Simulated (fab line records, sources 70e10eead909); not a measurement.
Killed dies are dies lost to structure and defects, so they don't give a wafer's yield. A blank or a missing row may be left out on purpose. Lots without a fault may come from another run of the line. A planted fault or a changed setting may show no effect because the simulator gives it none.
Problem report in the 8D (eight disciplines) form, filled by code | flow nand_harc | the parts of the form that need people (team, actions taken, sign-off) are left out

1. THE PROBLEM
overlay_x_nm at NHARC_A_M1_OVL_MEAS_10 reads a mean of 29.6 nm on 9 wafers of 3 lots; wafers without a fault read 0.2 nm with a standard deviation of 1.1. That is +27 standard deviations from the usual mean.
The step: pitch 240 nm.
First seen on wafer L682.2, day 19 14:13, on overlay-02. The record holds 33 wafers of 11 lots with a number at this step. Rule for "out", or "out of limits": more than 4 standard deviations from the usual mean. The other wafers with a number count as sound.

2. WHAT IT IS AND WHAT IT IS NOT
question                    | is                     | is not
which readings at this step | overlay_x_nm           | -
which lots                  | L682, L685, L686       | L676, L683, L688, L689, L691, L694, L695, L697
which wafers of those lots  | all that have a number | -
read on which gauges        | overlay-02             | overlay-01
when                        | from day 19 14:13      | up to then (6 sound wafers); but 18 sound wafers of L688, L689, L691, L694, L695, L697 came after

3. SUSPECTS, AND WHAT RULES EACH OUT
Counting: a tool at a process step up to the reading stays a suspect if it ran every lot that is out and no sound lot after the first of them.
- the gauge at NHARC_A_M1_OVL_MEAS_10: kept. All the wafers that are out were read on overlay-02, and no step on other tools shows them out.
- rie_diel-04 at NHARC_A_CONTACT_ETCH_110 (etches the open film in CF4/O2, target depth 50 nm, overetch 5 nm, time 27.5 s): ruled out as a lasting fault. Sound lots L694, L695 ran on it after its first lot that is out, L682 (day 19 00:09).
- arfi_scanner-03 at NHARC_A_M1_EXPOSE_06 (exposes mask A M1, target cd 120 nm): kept. It ran every lot that is out, first L682 (day 19 13:59), and no sound lot after that.
Left after counting: arfi_scanner-03 at NHARC_A_M1_EXPOSE_06, overlay-02 at NHARC_A_M1_OVL_MEAS_10.

4. THE CAUSE (what the simulator had put in)
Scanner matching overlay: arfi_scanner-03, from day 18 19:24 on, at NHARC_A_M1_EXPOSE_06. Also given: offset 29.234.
Counting left 2 suspects, and this tool is among them.

5. THE CHAIN OF EFFECTS, in route order
Each row: a reading whose mean over the struck wafers that have a number lies more than 3 standard deviations from the usual. Only readings for which the record gives a usual standard deviation are gone through. hours: the time from each lot's start at the first step in this table that gives one to its start at this step, as a median over the lots. sigmas: the change in usual standard deviations.
hours | step                   | reading      | usual  | on struck wafers | change | sigmas
0     | NHARC_A_M1_OVL_MEAS_10 | overlay_x_nm | 0.2 nm | 29.6             | +29.4  | +27

6. WHAT WOULD HAVE CAUGHT IT SOONER
In this record the first reading out of limits at a measuring or inspecting step was taken at day 19 14:13, 19 hours after the fault began at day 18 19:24.
Of the lots that are out (3), L686, L685 began NHARC_A_M1_EXPOSE_06 on arfi_scanner-03 after day 19 14:13. A hold on the tool at that time would have spared those 2.
